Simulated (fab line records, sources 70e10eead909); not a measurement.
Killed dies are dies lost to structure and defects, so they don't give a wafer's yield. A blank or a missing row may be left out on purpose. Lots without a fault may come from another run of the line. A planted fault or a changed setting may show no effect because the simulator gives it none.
Chamber matching | flow nand_harc | NHARC_P_GATE_ETCH_32 on rie_si-05: 4 sister chambers
The step etches the open film in HBr/Cl2, target depth 150 nm, time 100.1 s. 4 wafers are shown with their chamber, then 8 later ones without.

WAFERS WITH THEIR CHAMBER
wafer  | chamber | drypump_motor_current_A (A)
L083.6 | 0       | 5.2
L086.4 | 3       | 5.9
L086.5 | 2       | 5.9
L090.1 | 1       | 5.2

WAFERS WITHOUT THEIR CHAMBER
wafer  | drypump_motor_current_A (A)
L090.2 | 5.9
L090.4 | 6.0
L093.3 | 5.2
L093.5 | 5.2
L093.6 | 5.9
L097.1 | 6.0
L097.2 | 5.2
L097.4 | 5.9

WHICH CHAMBER EACH WENT THROUGH
wafer  | from the rows above     | in truth
L090.2 | can't be placed: 2 or 3 | 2
L090.4 | can't be placed: 2 or 3 | 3
L093.3 | can't be placed: 0 or 1 | 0
L093.5 | can't be placed: 0 or 1 | 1
L093.6 | can't be placed: 2 or 3 | 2
L097.1 | can't be placed: 2 or 3 | 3
L097.2 | can't be placed: 0 or 1 | 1
L097.4 | can't be placed: 2 or 3 | 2
Placed correctly: 0 of 8. Can't be placed from these rows: 8 (the true chamber is among the candidates in 8). Placed wrongly: 0.
How it was worked out, from the rows above alone: a wafer's distance from a chamber is the root of the sum, over the readings, of the square of ((its reading less the chamber's mean) divided by the reading's scatter). The wafer belongs to the nearest chamber; if the next one is less than 2 further off, it can't be placed. A chamber's mean is the mean of its shown wafers. The scatter: with one shown wafer a chamber, the root of the mean of the squares of how far each hidden wafer lies from its nearest shown one.
